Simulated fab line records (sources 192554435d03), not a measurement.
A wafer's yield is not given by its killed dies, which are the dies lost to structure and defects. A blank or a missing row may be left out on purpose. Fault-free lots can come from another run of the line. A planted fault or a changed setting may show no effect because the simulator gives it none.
fab line records    flow n5_finfet
record lots=10  wafers=30  last_day=17
route steps=1938 shown BEOL_M14@1731 PASSIVATION@1936
lots that met no fault: taken from a fault-free run of the same line
start_h: the number of hours between the record's first day and the start of the first shown wafer of the lot    wait_h: how many hours have passed since the lot's step before this one    " as in the row above    L1.1+2: a single row standing in for several wafers    - no value, or no start given    * or withheld: withheld    < > ~ a bound
route shown NAME@n: names a module that has steps shown in the file, with the first one's number in the route    usual: mean and standard deviation over wafers with no fault    same: alike in all rows    chamber/n: place in a boat    sites: the reading at each site    _std_site: the standard deviation of these    _edge_site: outer sites' mean less inner sites'    radius_mm: for every site, how far away it sits from the centre of the wafer    mask NAME#n: copy n    behind: the last tool/chamber to shape the wafer    hold: why the lot went on hold/how many hours it stayed there/how the hold came to an end    device: which transistor (n, p or np) failed to switch    end of line: the tests these same wafers got at the end of their route    a step given without rows: its recipe and nothing more    killed: count of dies lost to structure and defects at first sort (not the wafer's yield)    map: per-die view of a wafer (x killed, . not killed, _ where there is no die)
set.NAME: setting as actually run; set.NAME@STEP: the setting as run at that earlier step    model.NAME: the simulator's own value behind a step, which no gauge read
route steps across a sampled set of lots; one table per step, one row per wafer
services: from which hour (start_h, from the record's first day; less than 0 if before it) a tool's chamber was out of use, for how many hours, and why
## steps
# step N5_BEOL_M14_VIA_ETCH_16
# recipe chemistry=C4F8/O2/Ar  target=SiO2  he_inner_torr=15  he_outer_torr=30  target_depth_a=12313  time_s=withheld  ion_energy_ev=800  pressure_mtorr=20  source_w=1905  bias_w=2040  Ar_flow_sccm=400  C4F8_flow_sccm=16  O2_flow_sccm=12  ends=cleared
# usual C4F8_flow_sccm=16.00/0.048  drypump_motor_current_A=5.8/0.4  oes_f_703_au=0.80/0.096  oes_product_au=0.72/0.086  rf_fwd_power_W=1900/6  rf_vpp_V=2219/35  showerhead_plenum_p_Torr=3.45/0.086  throttle_valve_pct=30.77/0.27
lot.wafer  tool         chamber  start_h  wait_h  C4F8_flow_sccm  drypump_motor_current_A  oes_f_703_au  oes_product_au  rf_fwd_power_W  rf_vpp_V  showerhead_plenum_p_Torr  throttle_valve_pct
L704.2     rie_diel-04  1        239.40   0.0     15.90           6.0                      0.81          0.74            1894            2255      3.51                      31.24
L704.3     "            3        "        "       16.03           5.9                      0.71          0.64            1899            2232      3.53                      30.78
L704.4     "            0        "        "       15.98           6.1                      0.74          0.66            1894            2200      3.40                      31.03
L707.1     rie_diel-04  0        254.17   0.0     15.94           6.1                      0.73          0.66            1900            2198      3.40                      31.03
L707.4     "            2        "        "       15.95           6.1                      0.93          0.85            1896            2258      3.38                      30.41
L707.6     "            2        "        "       15.96           6.1                      0.94          0.85            1900            2258      3.39                      30.43
L708.1     rie_diel-01  3        261.54   0.0     15.96           6.1                      0.82          0.74            1897            2173      3.64                      30.85
L708.3     "            0        "        "       16.03           5.8                      0.72          0.66            1907            2169      3.42                      30.76
L708.6     "            2        "        "       16.03           4.8                      0.69          0.63            1901            2262      3.28                      31.04
L713.1     rie_diel-01  3        306.41   0.0     16.00           6.2                      0.80          0.71            1900            2171      3.64                      30.84
L713.2     "            1        "        "       16.02           5.1                      0.99          0.87            1894            2218      3.52                      30.65
L713.4     "            2        "        "       16.00           4.8                      0.67          0.62            1896            2258      3.27                      31.06
L718.1     rie_diel-04  2        326.36   0.0     16.01           6.1                      0.87          0.80            1904            2256      3.37                      30.47
L718.2     "            1        "        "       16.00           6.0                      0.77          0.71            1900            2256      3.49                      31.25
L718.5     "            2        "        "       16.13           6.1                      0.87          0.80            1912            2256      3.37                      30.45
L719.1     rie_diel-04  2        332.19   0.0     16.00           6.1                      0.87          0.79            1900            2257      3.37                      30.46
L719.5     "            3        "        "       16.03           5.9                      0.99          0.90            1900            2229      3.52                      30.63
L719.6     "            0        "        "       16.01           6.1                      0.71          0.63            1897            2199      3.38                      31.06
L724.2     rie_diel-03  3        359.95   0.0     16.03           5.9                      0.85          0.76            1895            2152      3.50                      30.66
L724.5     "            1        "        "       16.01           5.4                      0.70          0.64            1905            2239      3.39                      30.50
L724.6     "            2        "        "       16.01           5.2                      0.72          0.65            1901            2206      3.39                      30.72
L721.2     rie_diel-03  3        363.91   0.0     15.95           5.9                      0.85          0.76            1893            2152      3.50                      30.66
L721.3     "            1        "        "       16.04           5.4                      0.70          0.63            1893            2239      3.39                      30.50
L721.4     "            2        "        "       16.06           5.2                      0.73          0.65            1909            2208      3.39                      30.70
L722.1     rie_diel-03  3        364.36   0.0     16.02           5.9                      0.85          0.75            1902            2152      3.50                      30.66
L722.2     "            2        "        "       15.96           5.2                      0.72          0.65            1914            2206      3.39                      30.69
L722.5     "            3        "        "       15.98           5.9                      0.85          0.76            1895            2151      3.50                      30.67
L725.1     rie_diel-03  0        380.10   0.0     16.04           5.3                      0.75          0.66            1898            2195      3.56                      30.57
L725.3     "            1        "        "       16.02           5.4                      0.70          0.63            1901            2240      3.39                      30.50
L725.4     "            2        "        "       15.91           5.2                      0.72          0.64            1894            2205      3.39                      30.70
# step N5_BEOL_M14_STRIP_63
# recipe chemistry=O2  power_w=600  temp_c=60  pressure_mtorr=30  rf_frequency_hz=6e+07  bias_power_w=0  overash_fraction=0.3  o2_flow_sccm=225
# usual drypump_motor_current_A=5.7/0.4  o2_flow_sccm=225.0/0.66  oes_product_au=0.79/0.095  rf_vpp_V=3.7/0.93  showerhead_plenum_p_Torr=2.11/0.051  temp_c=60.00/0.12  throttle_valve_pct=16.63/0.25
# same bias_power_w=0
lot.wafer  tool         chamber  start_h  wait_h  drypump_motor_current_A  o2_flow_sccm  oes_product_au  rf_hours_counter_h  rf_vpp_V  showerhead_plenum_p_Torr  temp_c  throttle_valve_pct
L704.2     rie_diel-04  1        239      -       6.0                      224.4         0.83            64                  3.6       2.13                      59.90   16.77
L704.3     "            3        "        "       5.9                      224.2         0.69            233                 2.6       2.16                      59.91   16.77
L704.4     "            0        "        "       6.0                      225.4         0.72            195                 2.2       2.09                      60.16   17.06
L707.1     rie_diel-04  0        254      -       6.1                      224.5         0.72            199                 3.9       2.09                      59.85   17.05
L707.4     "            2        "        "       6.1                      225.0         0.96            8                   4.7       2.07                      59.90   16.27
L707.6     "            2        "        "       6.1                      225.3         0.95            -                   3.2       2.07                      60.02   16.24
L708.1     rie_diel-01  3        261      -       6.2                      225.2         0.80            64                  4.4       2.20                      59.99   16.40
L708.3     "            0        "        "       5.8                      223.7         0.75            195                 3.8       2.10                      59.81   16.71
L708.6     "            2        "        "       4.8                      225.5         0.71            -                   3.2       2.00                      59.90   16.91
L713.1     rie_diel-01  3        306      -       6.2                      225.6         0.79            82                  5.5       2.19                      60.12   16.45
L713.2     "            1        "        "       5.1                      225.4         0.93            9                   3.1       2.17                      60.12   16.34
L713.4     "            2        "        "       4.8                      224.5         0.67            231                 3.6       1.99                      60.00   16.91
L718.1     rie_diel-04  2        326      -       6.1                      225.8         0.87            36                  4.7       2.06                      59.98   16.32
L718.2     "            1        "        "       6.1                      225.4         0.79            95                  2.4       2.11                      60.10   16.87
L718.5     "            2        "        "       6.1                      224.9         0.88            -                   3.2       2.06                      59.88   16.31
L719.1     rie_diel-04  2        332      -       6.1                      224.6         0.88            40                  3.0       2.06                      60.00   16.31
L719.5     "            3        "        "       5.9                      224.7         0.99            -                   4.1       2.16                      60.14   16.38
L719.6     "            0        "        "       6.1                      225.6         0.70            -                   3.4       2.08                      59.89   17.12
L724.2     rie_diel-03  3        360      -       5.9                      224.8         0.84            55                  5.1       2.15                      59.96   16.51
L724.5     "            1        "        "       5.4                      224.9         0.70            -                   3.5       2.07                      59.97   16.55
L724.6     "            2        "        "       5.1                      224.8         0.71            -                   2.9       2.06                      60.08   16.63
L721.2     rie_diel-03  3        364      -       5.9                      225.6         0.85            58                  3.8       2.15                      60.21   16.50
L721.3     "            1        "        "       5.4                      224.1         0.70            212                 3.8       2.07                      60.01   16.57
L721.4     "            2        "        "       5.2                      224.4         0.72            240                 3.2       2.06                      59.91   16.65
L722.1     rie_diel-03  3        364      -       5.9                      224.7         0.85            58                  4.2       2.15                      59.83   16.53
L722.2     "            2        "        "       5.2                      226.0         0.70            240                 2.8       2.06                      60.12   16.64
L722.5     "            3        "        "       5.9                      225.3         0.83            -                   5.3       2.15                      59.81   16.53
L725.1     rie_diel-03  0        380      -       5.3                      224.6         0.73            180                 4.9       2.18                      60.09   16.62
L725.3     "            1        "        "       5.4                      224.8         0.71            220                 3.4       2.07                      59.98   16.60
L725.4     "            2        "        "       5.2                      224.8         0.70            248                 4.3       2.06                      59.99   16.65
# step N5_BEOL_M14_CD_MEAS_28
# recipe target_cd_nm=284.4  landing_energy_ev=500  detector=se_inlens
# usual cd_nm=284.1/1.8
lot.wafer  tool       chamber  start_h  wait_h  cd_nm
L704.2     cd_sem-03  0        240.08   -       283.1
L704.3     "          0        "        "       283.6
L704.4     "          0        "        "       284.2
L707.1     cd_sem-02  0        254.84   -       284.2
L707.4     "          0        "        "       285.0
L707.6     "          0        "        "       287.2
L708.1     cd_sem-02  0        262.22   -       283.5
L708.3     "          0        "        "       284.1
L708.6     "          0        "        "       284.4
L713.1     cd_sem-01  0        307.10   -       281.8
L713.2     "          0        "        "       285.3
L713.4     "          0        "        "       282.7
L718.1     cd_sem-03  0        327.16   -       283.3
L718.2     "          0        "        "       285.7
L718.5     "          0        "        "       285.3
L719.1     cd_sem-03  0        332.99   -       284.1
L719.5     "          0        "        "       283.0
L719.6     "          0        "        "       282.5
L724.2     cd_sem-02  0        360.76   -       288.8
L724.5     "          0        "        "       285.6
L724.6     "          0        "        "       283.7
L721.2     cd_sem-02  0        364.60   -       283.3
L721.3     "          0        "        "       284.5
L721.4     "          0        "        "       282.1
L722.1     cd_sem-03  0        365.16   -       281.4
L722.2     "          0        "        "       282.9
L722.5     "          0        "        "       282.5
L725.1     cd_sem-02  0        380.78   -       284.6
L725.3     "          0        "        "       283.4
L725.4     "          0        "        "       286.2
# step N5_BEOL_M14_OVL_MEAS_29
# recipe points_per_wafer=44
# usual M14_OVL=0/6.5
# same points_per_wafer=44
lot.wafer  tool        chamber  start_h  wait_h  M14_OVL[nm]
L704.2     overlay-02  0        240.11   0.0     1
L704.3     "           0        "        "       2
L704.4     "           0        "        "       3
L707.1     overlay-01  0        254.87   0.0     5
L707.4     "           0        "        "       5
L707.6     "           0        "        "       5
L708.1     overlay-02  0        262.25   0.0     8
L708.3     "           0        "        "       7
L708.6     "           0        "        "       5
L713.1     overlay-01  0        307.13   0.0     -4
L713.2     "           0        "        "       2
L713.4     "           0        "        "       -2
L718.1     overlay-01  0        327.19   0.0     -10
L718.2     "           0        "        "       3
L718.5     "           0        "        "       -1
L719.1     overlay-01  0        333.02   0.0     -10
L719.5     "           0        "        "       -16
L719.6     "           0        "        "       -8
L724.2     overlay-01  0        360.78   0.0     -6
L724.5     "           0        "        "       -8
L724.6     "           0        "        "       -5
L721.2     overlay-01  0        364.63   0.0     -3
L721.3     "           0        "        "       -6
L721.4     "           0        "        "       -5
L722.1     overlay-01  0        365.19   0.0     0
L722.2     "           0        "        "       -3
L722.5     "           0        "        "       -2
L725.1     overlay-02  0        380.81   0.0     -3
L725.3     "           0        "        "       -2
L725.4     "           0        "        "       -1
# step N5_BEOL_M14_INSPECT_30
# recipe mode=adi  inspect_instrument=macro
# usual raw_defect_count=2.0/1.3
lot.wafer  tool               chamber  start_h  wait_h  raw_defect_count
L704.2     defect_inspect-01  -        240.13   0.0     4
L704.3     "                  -        "        "       3
L704.4     "                  -        "        "       1
L707.1     defect_inspect-01  -        254.90   0.0     2
L707.4     "                  -        "        "       3
L707.6     "                  -        "        "       1
L708.1     defect_inspect-02  -        262.27   0.0     4
L708.3     "                  -        "        "       1
L708.6     "                  -        "        "       1
L713.1     defect_inspect-01  -        307.15   0.0     0
L713.2     "                  -        "        "       3
L713.4     "                  -        "        "       1
L718.1     defect_inspect-02  -        327.21   0.0     >300
L718.2     "                  -        "        "       >300
L718.5     "                  -        "        "       >300
L719.1     defect_inspect-02  -        333.04   0.0     >300
L719.5     "                  -        "        "       >300
L719.6     "                  -        "        "       >300
L724.2     defect_inspect-01  -        360.81   0.0     1
L724.5     "                  -        "        "       2
L724.6     "                  -        "        "       2
L721.2     defect_inspect-02  -        364.65   0.0     1
L721.3     "                  -        "        "       2
L721.4     "                  -        "        "       0
L722.1     defect_inspect-01  -        365.21   0.0     0
L722.2     "                  -        "        "       3
L722.5     "                  -        "        "       1
L725.1     defect_inspect-01  -        380.83   0.0     0
L725.3     "                  -        "        "       4
L725.4     "                  -        "        "       2
# step N5_PASSIVATION_PROBE_49
# usual defect_limited_yield=91.4/1.4  killed_at_M0_to_M3=31/10  killed_at_M4_up=14/5.6  killed_at_contacts=13/6.3  killed_at_front_end=39/10  killed_at_other=4/3.1  killed_dies=101/16  killed_on_rim=13/3.9  killed_open=65/13  killed_short=34/7.2  sort_bin_5_function=5.1/0.88  sort_bin_6_memory=3.2/0.66  sort_bin_8_speed=0.00/0.007  sort_n_pass=1079/16  sort_yield_pct=91.4/1.4
# same gross_dies=1180  killed_at_back_side=0  sort_bin_4_leakage[%]=0
lot.wafer  tool       chamber  start_h  wait_h  defect_limited_yield[%]  killed_at_M0_to_M3  killed_at_M4_up  killed_at_contacts  killed_at_front_end  killed_at_other  killed_dies  killed_on_rim  killed_open  killed_short  sort_bin_5_function[%]  sort_bin_6_memory[%]  sort_bin_8_speed[%]  sort_n_pass  sort_yield_pct[%]
L704.2     prober-01  -        274.71   0.1     88.6                     45                  10               18                  58                   3                134          16             97           34            6.7                     4.2                   0                    1046         88.6
L704.3     prober-01  -        274.76   0.1     90.1                     32                  15               11                  57                   2                117          14             75           40            6.1                     3.4                   0                    1063         90.1
L704.4     prober-01  -        274.81   0.2     91.8                     30                  12               15                  38                   2                97           16             65           32            4.4                     3.6                   0                    1083         91.8
L707.1     prober-01  -        284.85   0.0     89.1                     17                  19               5                   83                   5                129          21             80           42            5.7                     4.2                   0                    1051         89.1
L707.4     prober-01  -        285.00   0.2     86.8                     47                  22               27                  56                   4                156          10             113          42            7.9                     4.7                   0                    1024         86.8
L707.6     prober-01  -        285.10   0.3     91.5                     17                  16               18                  46                   3                100          16             69           28            4.6                     3.3                   0                    1080         91.5
L708.1     prober-02  -        286.84   0.0     90.8                     44                  16               5                   34                   10               109          19             74           35            6.5                     2.6                   0                    1071         90.8
L708.3     prober-02  -        286.94   0.1     90.3                     43                  32               12                  22                   5                114          19             80           32            5.8                     3.6                   0                    1066         90.3
L708.6     prober-02  -        287.09   0.3     91.8                     32                  20               12                  28                   5                97           11             62           35            4.7                     3.2                   0                    1083         91.8
L713.1     prober-02  -        332.68   0.1     90.6                     58                  4                8                   38                   3                111          17             66           44            5.3                     3.7                   0                    1069         90.6
L713.2     prober-02  -        332.73   0.1     92.7                     34                  9                5                   37                   1                86           9              50           34            4.1                     2.9                   0                    1094         92.7
L713.4     prober-02  -        332.83   0.2     93.1                     33                  10               12                  24                   2                81           15             46           34            4.2                     2.5                   0                    1099         93.1
L718.1     prober-02  -        351.01   0.0     79.0                     37                  145              22                  39                   5                248          30             84           29            13.7                    4.5                   0                    932          79.0
L718.2     prober-02  -        351.06   0.1     84.7                     21                  106              20                  30                   4                181          25             56           33            7.9                     4.1                   0                    999          84.7
L718.5     prober-02  -        351.21   0.2     79.3                     15                  155              22                  48                   4                244          27             59           48            14.2                    3.4                   0                    936          79.3
L719.1     prober-01  -        362.12   0.0     81.8                     18                  149              13                  34                   1                215          24             50           31            10.9                    3.9                   0                    965          81.8
L719.5     prober-01  -        362.32   0.2     83.3                     28                  125              12                  30                   2                197          21             58           28            10.7                    2.7                   0                    983          83.3
L719.6     prober-01  -        362.37   0.3     81.9                     19                  149              14                  31                   0                213          10             56           24            11.5                    3.7                   0                    967          81.9
L721.2     prober-02  -        388.07   0.1     90.3                     36                  8                14                  44                   13               115          11             80           35            5.6                     3.8                   0                    1065         90.3
L721.3     prober-02  -        388.12   0.1     90.9                     40                  9                18                  37                   3                107          13             68           38            5.5                     3.6                   0                    1073         90.9
L721.4     prober-02  -        388.17   0.2     89.5                     35                  12               27                  45                   5                124          15             80           43            6.2                     3.8                   0                    1056         89.5
L725.1     prober-02  -        405.17   0.0     92.3                     29                  13               19                  29                   1                91           10             47           42            4.7                     2.9                   0                    1089         92.3
L725.3     prober-02  -        405.27   0.1     92.3                     28                  12               10                  36                   5                91           15             56           30            4.2                     2.6                   0                    1089         92.3
L725.4     prober-02  -        405.32   0.2     91.0                     31                  20               8                   41                   6                106          11             64           39            5.8                     2.7                   0                    1074         91.0
# killed by level:class
L704.2 STI_FIN_REVEAL:geometric_particle:open=16 MOL_CONTACT_COAG:geometric_particle:open=15 FIN_SAQP:geometric_particle:open=14 BEOL_M0_SAQP:geometric_particle:open=10 BEOL_M3:geometric_particle:open=10 BEOL_M0_SAQP:geometric_particle:short=9 FIN_SAQP:geometric_particle:short=8 BEOL_M1:geometric_particle:open=4
L704.3 FIN_SAQP:geometric_particle:open=11 STI_FIN_REVEAL:geometric_particle:open=10 MOL_CONTACT_COAG:geometric_particle:open=10 FIN_SAQP:geometric_particle:short=9 BEOL_M0_SAQP:geometric_particle:open=7 ILD0:geometric_particle:short=6 BEOL_M0_SAQP:geometric_particle:short=6 BEOL_M2:geometric_particle:open=6
L704.4 MOL_CONTACT_COAG:geometric_particle:open=10 FIN_SAQP:geometric_particle:open=9 STI_FIN_REVEAL:geometric_particle:open=7 BEOL_M3:geometric_particle:open=6 BEOL_M1:geometric_particle:open=6 FIN_SAQP:geometric_particle:short=5 BEOL_M0_SAQP:geometric_particle:open=5 MOL_CONTACT_COAG:geometric_particle:short=5
L707.1 FIN_SAQP:geometric_particle:open=27 STI_FIN_REVEAL:geometric_particle:open=21 FIN_SAQP:geometric_particle:short=15 BEOL_M0_SAQP:geometric_particle:short=7 BEOL_M4:geometric_particle:open=7 BEOL_M4:geometric_particle:short=4 HKMG_FIN:area_etch=4 MOL_CONTACT_COAG:geometric_particle:open=3
L707.4 STI_FIN_REVEAL:geometric_particle:open=34 MOL_CONTACT_COAG:geometric_particle:open=19 BEOL_M1:geometric_particle:open=10 MOL_CONTACT_COAG:geometric_particle:short=8 BEOL_M0_SAQP:geometric_particle:open=7 BEOL_M1:geometric_particle:short=7 FIN_SAQP:geometric_particle:open=6 STI_FIN_REVEAL:geometric_particle:short=6
L707.6 FIN_SAQP:geometric_particle:open=13 MOL_CONTACT_COAG:geometric_particle:open=13 STI_FIN_REVEAL:geometric_particle:open=10 BEOL_M3:geometric_particle:open=8 MOL_CONTACT_COAG:geometric_particle:short=5 GATE_CUT:geometric_particle:short=4 BEOL_M4:geometric_particle:open=4 FIN_SAQP:geometric_particle:short=3
L708.1 BEOL_M3:geometric_particle:open=10 BEOL_M2:geometric_particle:open=9 DUMMY_GATE:geometric_particle:open=9 BEOL_M0_SAQP:geometric_particle:short=8 BEOL_M0_SAQP:geometric_particle:open=8 BEOL_M4:geometric_particle:short=6 BEOL_M1:geometric_particle:open=6 FIN_SAQP:geometric_particle:open=5
L708.3 BEOL_M4:geometric_particle:open=21 BEOL_M2:geometric_particle:open=14 BEOL_M0_SAQP:geometric_particle:short=10 MOL_CONTACT_COAG:geometric_particle:open=9 BEOL_M3:geometric_particle:open=7 STI_FIN_REVEAL:geometric_particle:open=5 STARTING-WAFER:geometric_particle:open=4 FIN_SAQP:geometric_particle:short=3
L708.6 BEOL_M4:geometric_particle:open=14 MOL_CONTACT_COAG:geometric_particle:open=7 BEOL_M0_SAQP:geometric_particle:short=7 STI_FIN_REVEAL:geometric_particle:open=6 BEOL_M0_SAQP:geometric_particle:open=6 MOL_CONTACT_COAG:geometric_particle:short=5 BEOL_M3:geometric_particle:open=5 BEOL_M3:geometric_particle:short=4
L713.1 BEOL_M0_SAQP:geometric_particle:short=26 BEOL_M0_SAQP:geometric_particle:open=22 FIN_SAQP:geometric_particle:short=7 FIN_SAQP:geometric_particle:open=7 MOL_CONTACT_COAG:geometric_particle:open=7 STI_FIN_REVEAL:geometric_particle:open=6 DUMMY_GATE:geometric_particle:open=6 DUMMY_GATE:geometric_particle:short=3
L713.2 BEOL_M0_SAQP:geometric_particle:short=13 BEOL_M0_SAQP:geometric_particle:open=10 FIN_SAQP:geometric_particle:open=8 DUMMY_GATE:geometric_particle:open=8 FIN_SAQP:geometric_particle:short=7 MOL_CONTACT_COAG:geometric_particle:open=5 BEOL_M3:geometric_particle:open=5 BEOL_M1:geometric_particle:open=4
L713.4 BEOL_M0_SAQP:geometric_particle:short=13 MOL_CONTACT_COAG:geometric_particle:open=9 BEOL_M2:geometric_particle:open=7 FIN_SAQP:geometric_particle:short=4 DUMMY_GATE:geometric_particle:open=4 BEOL_M0_SAQP:geometric_particle:open=4 GATE_CUT:geometric_particle:short=3 MOL_CONTACT_COAG:geometric_particle:short=3
L718.1 BEOL_M14:unspecified=133 MOL_CONTACT_COAG:geometric_particle:open=18 STI_FIN_REVEAL:geometric_particle:open=13 BEOL_M1:geometric_particle:open=9 BEOL_M2:geometric_particle:open=8 BEOL_M0_SAQP:geometric_particle:short=6 BEOL_M0_SAQP:geometric_particle:open=6 FIN_SAQP:geometric_particle:open=5
L718.2 BEOL_M14:unspecified=92 MOL_CONTACT_COAG:geometric_particle:open=14 BEOL_M5:geometric_particle:open=7 GATE_CUT:geometric_particle:short=6 BEOL_M3:geometric_particle:open=6 MOL_CONTACT_COAG:geometric_particle:short=6 STARTING-WAFER:geometric_particle:open=6 STI_FIN_REVEAL:geometric_particle:open=5
L718.5 BEOL_M14:unspecified=135 MOL_CONTACT_COAG:geometric_particle:open=15 FIN_SAQP:geometric_particle:short=11 GATE_CUT:geometric_particle:short=10 BEOL_M4:geometric_particle:open=10 STI_FIN_REVEAL:geometric_particle:open=7 MOL_CONTACT_COAG:geometric_particle:short=7 BEOL_M0_SAQP:geometric_particle:short=4
L719.1 BEOL_M14:unspecified=131 MOL_CONTACT_COAG:geometric_particle:open=10 BEOL_M4:geometric_particle:open=7 DUMMY_GATE:geometric_particle:short=6 GATE_CUT:geometric_particle:short=6 DUMMY_GATE:geometric_particle:open=5 BEOL_M3:geometric_particle:short=5 GATE_CUT:geometric_particle:open=4
L719.5 BEOL_M14:unspecified=109 MOL_CONTACT_COAG:geometric_particle:open=10 FIN_SAQP:geometric_particle:open=8 BEOL_M0_SAQP:geometric_particle:short=7 BEOL_M1:geometric_particle:open=6 BEOL_M5:geometric_particle:open=6 BEOL_M0_SAQP:geometric_particle:open=5 FIN_SAQP:geometric_particle:short=4
L719.6 BEOL_M14:unspecified=130 BEOL_M4:geometric_particle:open=11 MOL_CONTACT_COAG:geometric_particle:open=9 FIN_SAQP:geometric_particle:open=6 DUMMY_GATE:geometric_particle:open=6 MOL_CONTACT_COAG:geometric_particle:short=5 BEOL_M3:geometric_particle:open=5 BEOL_M0_SAQP:geometric_particle:open=4
L721.2 MOL_CONTACT_COAG:geometric_particle:open=13 FIN_SAQP:geometric_particle:short=11 FIN_SAQP:geometric_particle:open=11 BEOL_M3:geometric_particle:open=8 STI_FIN_REVEAL:geometric_particle:open=8 BEOL_M0_SAQP:geometric_particle:short=7 BEOL_M2:geometric_particle:open=6 BEOL_M1:geometric_particle:open=5
L721.3 MOL_CONTACT_COAG:geometric_particle:open=14 FIN_SAQP:geometric_particle:short=13 BEOL_M0_SAQP:geometric_particle:open=8 FIN_SAQP:geometric_particle:open=7 DUMMY_GATE:geometric_particle:open=7 BEOL_M0_SAQP:geometric_particle:short=7 BEOL_M1:geometric_particle:open=7 BEOL_M3:geometric_particle:open=5
L721.4 MOL_CONTACT_COAG:geometric_particle:open=24 FIN_SAQP:geometric_particle:open=9 FIN_SAQP:geometric_particle:short=9 STI_FIN_REVEAL:geometric_particle:open=9 BEOL_M1:geometric_particle:open=7 STI_FIN_REVEAL:geometric_particle:short=5 BEOL_M0_SAQP:geometric_particle:short=5 BEOL_M3:geometric_particle:open=5
L725.1 MOL_CONTACT_COAG:geometric_particle:open=13 BEOL_M0_SAQP:geometric_particle:short=9 GATE_CUT:geometric_particle:short=8 BEOL_M3:geometric_particle:open=7 MOL_CONTACT_COAG:geometric_particle:short=6 DUMMY_GATE:geometric_particle:open=5 FIN_SAQP:geometric_particle:open=4 BEOL_M6:geometric_particle:open=4
L725.3 FIN_SAQP:geometric_particle:short=12 BEOL_M0_SAQP:geometric_particle:open=10 MOL_CONTACT_COAG:geometric_particle:open=9 BEOL_M4:geometric_particle:open=6 BEOL_M1:geometric_particle:open=5 HKMG_FIN:area_etch=5 BEOL_M0_SAQP:geometric_particle:short=4 DUMMY_GATE:geometric_particle:open=3
L725.4 FIN_SAQP:geometric_particle:open=8 BEOL_M3:geometric_particle:open=8 FIN_SAQP:geometric_particle:short=7 GATE_CUT:geometric_particle:short=6 MOL_CONTACT_COAG:geometric_particle:open=6 BEOL_M2:geometric_particle:open=6 STARTING-WAFER:geometric_particle:open=6 BEOL_M3:geometric_particle:short=5
## services
tool         chamber  start_h  hours  kind
rie_diel-01  1        257.44   -      clean
rie_diel-01  1        257.44   -      consumable_replace:focus_ring
rie_diel-01  1        257.44   24.3   scheduled_down
rie_diel-01  1        257.44   24.3   vent_cycle
rie_diel-04  1        287.30   4.7    repair
rie_diel-03  3        291.56   6.8    repair
rie_diel-04  3        292.69   -      clean
rie_diel-04  3        292.69   -      consumable_replace:focus_ring
rie_diel-04  3        292.69   16.7   scheduled_down
rie_diel-04  3        292.69   16.7   vent_cycle
rie_diel-03  -        293.56   1.1    repair
rie_diel-03  0        296.71   5.3    repair
rie_diel-01  -        306.91   75.6   repair
rie_diel-04  -        308.37   4.3    pm
rie_diel-04  3        321.46   9.9    repair
rie_diel-04  0        360.70   5.8    repair
rie_diel-04  3        368.33   39.2   repair
## key
first_sign step=N5_BEOL_M14_INSPECT_30  reading=raw_defect_count  direction=up  sigmas=99+  usual=2.0  struck=>300
effect step=N5_PASSIVATION_PROBE_49  reading=killed_at_M4_up  direction=up  sigmas=22  usual=14  struck=138
more_kills_born_at N5_BEOL_M14_STRIP_63@rie_diel-04=730
met_at N5_BEOL_M14_STRIP_63
struck_lots L718,L719
not_acting_at N5_BEOL_M14_VIA_ETCH_16,N5_BEOL_M14_CD_MEAS_28,N5_BEOL_M14_OVL_MEAS_29
onset_between 254 326
fault kind=chamber_particle_source  tool=rie_diel-04  chamber=-  onset_h=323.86  steps=N5_BEOL_M14_STRIP_63  rate_per_visit_cm2=1.2617  end_h=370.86
